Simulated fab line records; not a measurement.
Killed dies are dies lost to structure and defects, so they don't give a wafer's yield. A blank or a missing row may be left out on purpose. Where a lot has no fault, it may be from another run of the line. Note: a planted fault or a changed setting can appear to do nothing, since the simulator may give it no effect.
fab line records -- flow n5-finfet
record: lots: 5, wafers: 13, last-day: 17
route steps=1938 shown BEOL_M4@1059 PASSIVATION@1936
lots that met no fault: from a run of the same line without faults
start-h: start of the lot's first displayed wafer, in hours after the record's first day -- wait-h: hours elapsed since this lot's preceding step -- " the same as in the row above -- L1.1+2: a single row standing in for several wafers -- - no value, or no start given -- * or withheld: withheld -- < > ~ a bound
route shown NAME@n: NAME is a module with steps in the file, n the number in the route of the first one -- usual: the fault-free wafers' mean and standard deviation -- same: alike in all rows -- chamber/n: place in a boat -- sites: readings site by site -- _std_site: standard deviation across them -- _edge_site: inner sites' mean taken away from outer sites' mean -- radius-mm: how far each site lies from the wafer's centre -- mask NAME#n: copy n -- behind: the most recent tool/chamber to have shaped the wafer -- hold: why the lot went on hold/how many hours it stayed there/how the hold came to an end -- device: names the non-switching transistor (n, p or np) -- end of line: at the end of the route, the tests of the same wafers -- step lacking rows: just its recipe -- killed: dies that structure and defects cost at the first sort, which is not the same as the wafer's yield -- map: shows each die of a wafer: x if killed, . if not, _ if none is there
set.NAME: the setting as run; set.NAME@STEP: as run at that earlier step -- model.NAME: the simulator's own value behind a step, which no gauge read
certain route steps with their lots: each step a table, each wafer a row
services: a tool's chamber out of use, with start hour (start-h, from the record's first day; less than 0 if before it), hours out, and reason
== steps ==
step: N5_BEOL_M4_DESCUM_33
recipe: chemistry: O2, time-s: 7, source-power-w: 50, bias-power-w: 20, pressure-mtorr: 20, rf-frequency-hz: 2.712e+07, temp-c: 40, resist: CAR-EUV, o2-flow-sccm: 225
step: N5_BEOL_M4_ETCH_77
recipe: chemistry: N2/H2, target: underlayer, target-depth-a: 65, mask-material: CAR-EUV, time-s: 5.2, ion-energy-ev: 200, pressure-mtorr: 30, source-w: 840, bias-w: 150, n2-flow-sccm: 200, h2-flow-sccm: 200, ends: cleared
step: N5_BEOL_M4_ETCH_69
recipe: chemistry: CF4, target: SiARC, target-depth-a: 156, mask-material: CAR-EUV, time-s: 26, ion-energy-ev: 80, pressure-mtorr: 40, source-w: 545, bias-w: 36, Ar_flow_sccm: 100, cf4-flow-sccm: 100, ends: cleared
step: N5_BEOL_M4_ALD_98
recipe: material: SiO2, target-thk-a: 25, temp-c: 100, ald-precursor-family: BDEAS, ald-co-reactant: O2-plasma, pulse-time-s: 1, co-reactant-pulse-time-s: 1, purge-time-s: 2, co-reactant-purge-time-s: 2, ald-cycles: 17, pressure-torr: 2
step: N5_BEOL_M4_ETCHBACK_99
recipe: chemistry: CHF3, target: SiO2, target-depth-a: 50, time-s: 10.4, source-w: 215, bias-w: 47, Ar_flow_sccm: 200, CHF3_flow_sccm: 12, ion-energy-ev: 100, pressure-mtorr: 30
step: N5_BEOL_M4_ETCH_70
recipe: chemistry: N2/H2, target: SOC, target-depth-a: 800, overetch-a: 240, mask-material: SiARC, temp-c: 40, time-s: 130, ion-energy-ev: 200, pressure-mtorr: 30, source-w: 840, bias-w: 150, n2-flow-sccm: 200, h2-flow-sccm: 200
step: N5_BEOL_M4_STRIP_71
recipe: chemistry: N2/H2, temp-c: 40, n2-flow-sccm: 200, h2-flow-sccm: 200, rf-frequency-hz: 6e+07
step: N5_BEOL_M4_STRIP_78
recipe: chemistry: N2/H2, temp-c: 40, n2-flow-sccm: 200, h2-flow-sccm: 200, rf-frequency-hz: 6e+07
step: N5_BEOL_M4_VIA_ETCH_34
recipe: chemistry: C4F6/O2, target-depth-a: 694, mask-material: SOC, pressure-mtorr: 15, ion-energy-ev: 250, taper-deg: 4, time-s: 65.9, source-w: 350, bias-w: 170, Ar_flow_sccm: 300, C4F6_flow_sccm: 10, O2_flow_sccm: 10
step: N5_BEOL_M4_STRIP_83
recipe: chemistry: C4F6/O2, resist: SiARC, rf-frequency-hz: 6e+07
step: N5_BEOL_M4_STRIP_36
recipe: chemistry: N2/H2, power-w: 450, temp-c: 40, pressure-mtorr: 20, rf-frequency-hz: 6e+07, overash-fraction: 0.3, bias-power-w: 7, h2-frac: 0.5, n2-flow-sccm: 200, h2-flow-sccm: 200
step: N5_BEOL_M4_TRENCH_ETCH_37
recipe: chemistry: C4F6/O2, target-depth-a: 555.55, target: SiOC, time-s: 29.2, ion-energy-ev: 250, pressure-mtorr: 30, source-w: 355, bias-w: 185, Ar_flow_sccm: 300, C4F6_flow_sccm: 10, O2_flow_sccm: 10
usual: O2_flow_sccm: 10.004/0.028, drypump-motor-current-A: 5.8/0.55, oes-product-au: 0.76/0.062, rf-fwd-power-W: 350.2/1.5, rf-vpp-V: 663/12, run-length-s: 52.6/0.4, showerhead-plenum-p-Torr: 2.84/0.074, throttle-valve-pct: 20.96/0.26
lot.wafer,tool,chamber,start-h,wait-h,O2_flow_sccm,drypump-motor-current-A,oes-product-au,rf-fwd-power-W,rf-hours-counter-h,rf-vpp-V,run-length-s,showerhead-plenum-p-Torr,throttle-valve-pct,model.BEOL_M4.feature-depth-nm,model.etch.depth-nm,model.TiN_of_BEOL_M4_HM_DEP_02.thk-nm
L766.1,rie-diel-02,1,186.76,-,9.971,6.6,0.72,350.4,167,673,52.8,2.84,21.13,55.8,55.9,18.4
L766.2,rie-diel-02,3,186.76,-,10.010,5.0,0.73,348.8,184,648,52.0,2.82,21.27,56.2,56.18,18
L766.4,rie-diel-02,0,186.76,-,10.023,5.6,0.70,349.3,242,656,52.5,2.91,21.12,54.6,54.57,18.2
L774.2,rie-diel-02,2,228.94,-,10.007,5.8,0.74,349.5,193,673,52.4,2.94,20.87,56.4,56.34,17.4
L774.4,rie-diel-02,1,228.94,-,10.006,6.6,0.71,351.9,182,674,58.2,2.83,21.16,67,66.95,17.2
L774.5,rie-diel-02,1,228.94,-,9.970,6.6,0.72,350.7,-,672,52.6,2.83,21.14,56.8,56.76,17.4
L775.1,rie-diel-02,2,242.39,-,10.010,5.8,0.74,351.9,199,671,58.0,2.94,20.89,66.6,66.54,17.4
L775.6,rie-diel-02,0,242.39,-,10.012,5.6,0.92,351.5,-,654,52.2,2.91,20.76,55,55.09,17.8
L777.1,rie-diel-02,3,252.41,-,9.994,5.0,0.71,349.4,207,647,57.6,2.81,21.31,66.4,66.41,17.4
L777.4,rie-diel-02,2,252.41,-,10.002,5.9,0.73,349.0,202,671,58.6,2.93,20.89,66.6,66.62,17.4
L785.2,rie-diel-04,1,301.27,-,10.062,6.0,0.98,352.6,4,672,51.5,2.79,20.89,56,55.96,17.6
L785.5,rie-diel-04,2,301.27,-,10.030,6.1,0.82,351.8,-,650,52.5,2.74,20.54,56.4,56.5,17.6
L785.6,rie-diel-04,3,301.27,-,10.005,5.3,0.73,349.5,-,669,52.6,2.72,21.14,55.8,55.85,17.4
step: N5_BEOL_M4_ETCH_41
recipe: chemistry: CH3F/O2, target: SiCN, target-depth-a: 299, taper-deg: 2, time-s: 52.5, ion-energy-ev: 120, mask-material: TiN, pressure-mtorr: 30, source-w: 395, bias-w: 75, Ar_flow_sccm: 150, CH3F_flow_sccm: 30, O2_flow_sccm: 20
step: N5_BEOL_M4_STRIP_97
recipe: chemistry: N2/H2, time-s: 10, power-w: 450, temp-c: 40, pressure-mtorr: 20, rf-frequency-hz: 6e+07, bias-power-w: 7, n2-flow-sccm: 200, h2-flow-sccm: 200
step: N5_BEOL_M4_OCD_MEAS_38
usual: trench-depth-nm: 55.6/0.78
lot.wafer,tool,chamber,start-h,wait-h,trench-depth-nm
L766.1,ocd-02,-,186.91,-,55.8
L766.2,ocd-02,-,186.91,-,55.8
L766.4,ocd-02,-,186.91,-,54.6
L774.2,ocd-01,-,229.10,-,56.1
L774.4,ocd-01,-,229.10,-,67.0
L774.5,ocd-01,-,229.10,-,57.0
L775.1,ocd-01,-,242.54,-,66.1
L775.6,ocd-01,-,242.54,-,55.2
L777.1,ocd-02,-,252.56,-,66.2
L777.4,ocd-02,-,252.56,-,67.0
L785.2,ocd-01,-,301.42,-,55.4
L785.5,ocd-01,-,301.42,-,56.6
L785.6,ocd-01,-,301.42,-,56.2
step: N5_BEOL_M4_HM_STRIP_39
recipe: chemistry: peroxide-tin-strip, material: TiN, target-depth-a: 250, temp-c: 50, time-s: 158
step: N5_BEOL_M4_SRD_40
recipe: time-s: 30, temp-c: 23, rinse-liquid: diw, dry: ipa-marangoni
step: N5_BEOL_M4_PRECLEAN_42
recipe: chemistry: residue-remover, time-s: 60, temp-c: 40
step: N5_BEOL_M4_SRD_43
recipe: time-s: 30, temp-c: 23, rinse-liquid: diw, dry: ipa-marangoni
step: N5_BEOL_M4_DEGAS_44
recipe: ambient: vacuum, temp-c: 250, time-s: 60
step: N5_BEOL_M4_PRE_CLEAN_45
recipe: gas: H2/He, time-s: 30, temp-c: 250
step: N5_BEOL_M4_ALD_84
recipe: material: TaN, target-thk-a: *, temp-c: 275, ald-precursor-family: PDMAT, ald-co-reactant: NH3, pressure-torr: 3, carrier-flow-sccm: 1500, pulse-time-s: 2, purge-time-s: 3, co-reactant-purge-time-s: 2, co-reactant-pulse-time-s: 3, ald-cycles: 30, precursor-vessel-temp-c: 75, precursor-vessel-pressure-torr: 26.25, precursor-vessel-carrier-sccm: 1000
step: N5_BEOL_M4_SURFACE_TREAT_85
recipe: gas: Ar, time-s: *, ion-energy-ev: *, ion-current-ma-cm2: 0.5, pressure-mtorr: *, ar-flow-sccm: 30
step: N5_BEOL_M4_CVD_47
recipe: material: Co, target-thk-a: 30, temp-c: withheld, precursor: CCTBA/H2, pressure-torr: 30, time-s: 223.8
step: N5_BEOL_M4_SPUTTER_48
recipe: material: Cu, target-thk-a: 45, temp-c: -20, chamber-pressure-pa: 0.07, power-w: withheld, time-s: 8.29
step: N5_BEOL_M4_ANNEAL_49
recipe: temp-c: 400, time-s: 240, ambient: vacuum
step: N5_BEOL_M4_SPUTTER_79
recipe: material: Cu, target-thk-a: 45, temp-c: -20, chamber-pressure-pa: 0.07, power-w: withheld, time-s: 8.29
step: N5_BEOL_M4_ANNEAL_80
recipe: temp-c: 400, time-s: 240, ambient: vacuum
step: N5_BEOL_M4_SPUTTER_81
recipe: material: Cu, target-thk-a: 45, temp-c: -20, chamber-pressure-pa: 0.07, power-w: withheld, time-s: 8.29
step: N5_BEOL_M4_ANNEAL_82
recipe: temp-c: 400, time-s: 240, ambient: vacuum
step: N5_BEOL_M4_SPUTTER_86
recipe: material: Cu, target-thk-a: 45, temp-c: -20, chamber-pressure-pa: 0.07, power-w: withheld, time-s: 8.29
step: N5_BEOL_M4_ANNEAL_87
recipe: temp-c: 400, time-s: 240, ambient: vacuum
step: N5_BEOL_M4_SPUTTER_88
recipe: material: Cu, target-thk-a: 45, temp-c: -20, chamber-pressure-pa: 0.07, power-w: withheld, time-s: 8.29
step: N5_BEOL_M4_ANNEAL_89
recipe: temp-c: 400, time-s: 240, ambient: vacuum
step: N5_BEOL_M4_SPUTTER_90
recipe: material: Cu, target-thk-a: 45, temp-c: -20, chamber-pressure-pa: 0.07, power-w: withheld, time-s: 8.29
step: N5_BEOL_M4_ANNEAL_91
recipe: temp-c: 400, time-s: 240, ambient: vacuum
step: N5_BEOL_M4_SPUTTER_92
recipe: material: Cu, target-thk-a: 45, temp-c: -20, chamber-pressure-pa: 0.07, power-w: withheld, time-s: 8.29
step: N5_BEOL_M4_ANNEAL_93
recipe: temp-c: 400, time-s: 240, ambient: vacuum
step: N5_BEOL_M4_SPUTTER_94
recipe: material: Cu, target-thk-a: 45, temp-c: -20, chamber-pressure-pa: 0.07, power-w: withheld, time-s: 8.29
step: N5_BEOL_M4_ANNEAL_95
recipe: temp-c: 400, time-s: 240, ambient: vacuum
step: N5_BEOL_M4_CMP_52
recipe: stop-on: SiOC, t-overpolish-s: 6.8, down-force-psi: 1, platen-rpm: 50, clearing-platen-down-force-psi: 1.5, clearing-platen-rpm: 50, post-cmp-clean: cu-alkaline, target-thk-nm: 40, clearing-platen-pad-velocity-m-s: 0.99484, pad-velocity-m-s: 0.99484
usual: barrier-field-endpoint-s: 24.9/0.7, motor-current-A: 5.9/0.6, overpolish-run-s: 6.800/0.0088, slurry-filter-dp-kPa: 13.51/0.14, time-to-endpoint-s: 63/4
lot.wafer,tool,chamber,start-h,wait-h,barrier-field-endpoint-s,motor-current-A,overpolish-run-s,slurry-filter-dp-kPa,time-to-endpoint-s,model.Cu_of_BEOL_M4_ECD_50.thk-nm
L766.1,cmp-01,3,190.53,0.3,24.9,5.6,6.795,13.50,65,39.2
L766.2,cmp-01,0,190.53,0.3,25.1,6.7,6.798,13.44,66,40.6
L766.4,cmp-01,1,190.53,0.3,25.4,6.1,6.792,13.57,62,39
L774.2,cmp-02,0,232.47,0.2,24.6,6.5,6.792,13.50,66,42.2
L774.4,cmp-02,1,232.47,0.2,24.4,7.0,6.799,13.42,64,51.8
L774.5,cmp-02,0,232.47,0.2,25.4,6.3,6.791,13.34,62,42.2
L775.1,cmp-03,0,246.35,0.3,23.6,5.2,6.816,13.74,57,50
L775.6,cmp-03,3,246.35,0.3,25.2,5.9,6.810,13.38,67,42
L777.4,cmp-01,3,255.76,0.1,25.0,5.7,6.807,13.28,63,50.2
L777.1,cmp-01,0,255.76,0.1,25.0,6.7,6.791,13.45,62,50.8
L785.2,cmp-02,2,304.83,0.3,24.7,6.8,6.790,13.35,66,39.2
L785.5,cmp-02,0,304.83,0.3,25.3,6.4,6.802,13.26,67,41
L785.6,cmp-02,1,304.83,0.3,24.8,6.8,6.811,13.67,69,41.4
step: N5_BEOL_M4_THK_MEAS_53
recipe: thk-meas-gauge: xrf, reads: Cu_of_BEOL_M4_ECD_50
usual: M4_THK: 40.8/1.4
lot.wafer,tool,chamber,start-h,wait-h,M4_THK[nm]
L766.1,film-metro-01,-,190.82,-,39.8
L766.2,film-metro-01,-,190.82,-,41.2
L766.4,film-metro-01,-,190.82,-,39.8
L774.2,film-metro-01,-,232.76,-,42.6
L774.4,film-metro-01,-,232.76,-,52.3
L774.5,film-metro-01,-,232.76,-,42.4
L775.1,film-metro-01,-,246.57,-,50.2
L775.6,film-metro-01,-,246.57,-,42.0
L777.1,film-metro-01,-,256.05,-,51.7
L777.4,film-metro-01,-,256.05,-,51.2
L785.2,film-metro-01,-,305.05,-,39.2
L785.5,film-metro-01,-,305.05,-,41.2
L785.6,film-metro-01,-,305.05,-,41.4
step: N5_BEOL_M4_RS_MEAS_58
recipe: thk-meas-gauge: four-point-probe, reads: Co_of_BEOL_M4_CO_CAP_55+Cu_of_BEOL_M4_ECD_50+Co_of_BEOL_M4_CVD_47+TaN_of_BEOL_M4_ALD_84
usual: M4_RS: 0.66/0.031
lot.wafer,tool,chamber,start-h,wait-h,M4_RS[ohm/sq]
L766.1,film-metro-02,-,191.11,0.1,0.69
L766.2,film-metro-02,-,191.11,0.1,0.66
L766.4,film-metro-02,-,191.11,0.1,0.69
L774.2,film-metro-02,-,233.02,0.1,0.63
L774.4,film-metro-02,-,233.02,0.1,0.48
L774.5,film-metro-02,-,233.02,0.1,0.63
L775.1,film-metro-01,-,246.83,0.0,0.50
L775.6,film-metro-01,-,246.83,0.0,0.63
L777.1,film-metro-01,-,256.31,0.0,0.50
L777.4,film-metro-01,-,256.31,0.0,0.50
L785.2,film-metro-02,-,305.57,0.3,0.69
L785.5,film-metro-02,-,305.57,0.3,0.65
L785.6,film-metro-02,-,305.57,0.3,0.64
step: N5_BEOL_M4_RC_MEAS_101
usual: DIBL_N: 36.4/1.7, DIBL_P: 36.4/2.1, IOFF_N: 0.16/0.035, IOFF_P: 0.21/0.035, ION_N: 680/11, ION_P: 465/6.8, SS_N: 71.5/0.58, SS_P: 73.2/0.72, VT_N: 249/3.6, VT_P: -250/3.1
lot.wafer,tool,chamber,start-h,wait-h,DIBL_N[mV/V],DIBL_P[mV/V],IOFF_N[nA/um],IOFF_P[nA/um],ION_N[uA/um],ION_P[uA/um],SS_N[mV/dec],SS_P[mV/dec],VT_N[mV],VT_P[mV]
L766.1,prober-01,0,191.17,0.0,33.8,33.2,0.13,0.16,675,458,71.6,72.6,252,-253
L766.2,prober-01,0,191.17,0.0,35.7,36.7,0.18,0.22,687,463,71.3,73.2,251,-249
L766.4,prober-01,0,191.17,0.0,39.0,38.9,0.27,0.27,704,467,73.1,73.9,243,-246
L774.2,prober-02,0,233.23,0.2,38.1,39.4,0.18,0.22,674,461,71.9,73.7,248,-250
L774.4,prober-02,0,233.23,0.2,35.0,36.0,0.14,0.18,674,461,71.0,72.9,251,-251
L774.5,prober-02,0,233.23,0.2,35.5,35.8,0.13,0.17,674,462,70.5,74.0,253,-252
L775.1,prober-01,0,246.88,0.0,36.6,34.3,0.16,0.19,675,454,72.0,72.0,248,-251
L775.6,prober-01,0,246.88,0.0,36.4,35.7,0.15,0.20,682,464,71.4,72.7,249,-248
L777.1,prober-01,0,256.36,0.0,38.0,39.4,0.18,0.23,689,468,71.3,74.0,247,-252
L777.4,prober-01,0,256.36,0.0,35.9,36.7,0.14,0.18,674,464,70.7,73.3,251,-253
L785.2,prober-01,0,306.27,0.7,37.3,36.7,0.16,0.23,682,467,71.7,72.8,249,-247
L785.5,prober-01,0,306.27,0.7,35.5,34.1,0.14,0.19,683,469,71.3,73.1,252,-251
L785.6,prober-01,0,306.27,0.7,37.7,37.6,0.17,0.25,686,471,71.9,73.9,249,-247
step: N5_PASSIVATION_PROBE_49
usual: defect-limited-yield: 91.3/1.4, killed_at_M0_to_M3: 36/11, killed_at_M4_up: 13/5.2, killed-at-contacts: 13/6.5, killed-at-front-end: 37/11, killed-at-other: 3.6/2.9, killed-dies: 103/17, killed-open: 68/12, killed-short: 33/7.3, sort_bin_5_function: 5.2/0.91, sort_bin_6_memory: 3.2/0.67, sort-n-pass: 1077/17, sort-yield-pct: 91.3/1.4
same: gross-dies: 1180, killed-at-back-side: 0, sort_bin_4_leakage[%]: 0, sort_bin_8_speed[%]: 0
lot.wafer,tool,chamber,start-h,wait-h,defect-limited-yield[%],killed_at_M0_to_M3,killed_at_M4_up,killed-at-contacts,killed-at-front-end,killed-at-other,killed-dies,killed-open,killed-short,sort_bin_5_function[%],sort_bin_6_memory[%],sort-n-pass,sort-yield-pct[%]
L766.1,prober-01,-,294.77,0.0,92.1,49,3,14,26,1,93,61,30,4.4,2.9,1087,92.1
L766.2,prober-01,-,294.82,0.1,87.5,73,17,19,34,4,147,101,45,7.5,4.7,1033,87.5
L766.4,prober-01,-,294.92,0.2,90.3,47,6,28,32,2,115,73,42,6.1,3.3,1065,90.3
killed by level:class
L766.1 BEOL_M3:geometric-particle:open=13 MOL_CONTACT_COAG:geometric-particle:open=10 BEOL_M0_SAQP:geometric-particle:short=9 BEOL_M1:geometric-particle:open=8 BEOL_M2:geometric-particle:open=7 FIN_SAQP:geometric-particle:open=6 BEOL_M0_SAQP:geometric-particle:open=6 FIN_SAQP:geometric-particle:short=5
L766.2 BEOL_M0_SAQP:geometric-particle:short=15 BEOL_M3:geometric-particle:open=14 MOL_CONTACT_COAG:geometric-particle:open=14 BEOL_M2:geometric-particle:open=12 STI_FIN_REVEAL:geometric-particle:open=11 BEOL_M1:geometric-particle:open=11 BEOL_M0_SAQP:geometric-particle:open=10 BEOL_M4:geometric-particle:open=6
L766.4 MOL_CONTACT_COAG:geometric-particle:open=23 BEOL_M0_SAQP:geometric-particle:short=14 FIN_SAQP:geometric-particle:short=9 BEOL_M3:geometric-particle:open=8 BEOL_M0_SAQP:geometric-particle:open=7 BEOL_M1:geometric-particle:open=7 FIN_SAQP:geometric-particle:open=6 MOL_CONTACT_COAG:geometric-particle:short=5
== services ==
tool,chamber,start-h,hours,kind
cmp-02,-,187.17,3.8,repair
cmp-03,-,202.03,4.7,pm
cmp-03,-,209.37,4.0,pm
rie-diel-02,0,211.43,-,clean
rie-diel-02,0,211.43,-,consumable-replace:focus-ring
rie-diel-02,0,211.43,15.1,scheduled-down
rie-diel-02,0,211.43,15.1,vent-cycle
cmp-03,-,213.37,-,consumable-replace:conditioner
cmp-03,-,213.37,-,consumable-replace:pad
cmp-02,-,213.67,5.1,repair
cmp-01,-,231.43,2.0,repair
cmp-01,-,245.83,6.2,pm
rie-diel-02,0,269.78,9.7,repair
rie-diel-04,1,272.31,-,clean
rie-diel-04,1,272.31,-,consumable-replace:focus-ring
rie-diel-04,1,272.31,14.9,scheduled-down
rie-diel-04,1,272.31,14.9,vent-cycle
cmp-01,-,279.23,5.3,pm
rie-diel-02,-,301.01,2.8,pm
== key ==
first-sign: step: N5_BEOL_M4_TRENCH_ETCH_37, reading: run-length-s, direction: up, sigmas: 14, usual: *, struck: *
effect: step: N5_BEOL_M4_OCD_MEAS_38, reading: trench-depth-nm, direction: up, sigmas: 14, usual: 55.6, struck: 66.6
effect: step: N5_BEOL_M4_THK_MEAS_53, reading: M4_THK, direction: up, sigmas: 7.5, usual: 40.8, struck: 51.3
effect: step: N5_BEOL_M4_RS_MEAS_58, reading: M4_RS, direction: down, sigmas: 5.4, usual: 0.66, struck: 0.50
model-effect: step: N5_BEOL_M4_TRENCH_ETCH_37, value: BEOL_M4.feature-depth-nm, without: 56.25, struck: 66.65
model-effect: step: N5_BEOL_M4_CMP_52, value: Cu_of_BEOL_M4_ECD_50.thk-nm, without: 40.35, struck: 50.7
met-at N5_BEOL_M4_TRENCH_ETCH_37
struck-wafers L774.4,L775.1,L777.1,L777.4
onset-between 186.76 228.94
fault: kind: process-parameter-drift, tool: rie-diel-02, chamber: -, onset-h: 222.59, steps: N5_BEOL_M4_TRENCH_ETCH_37, channel: time-s, offset: *, shape: step, end-h: 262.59, scope: struck-wafers-only, acts-in: *, stated: *
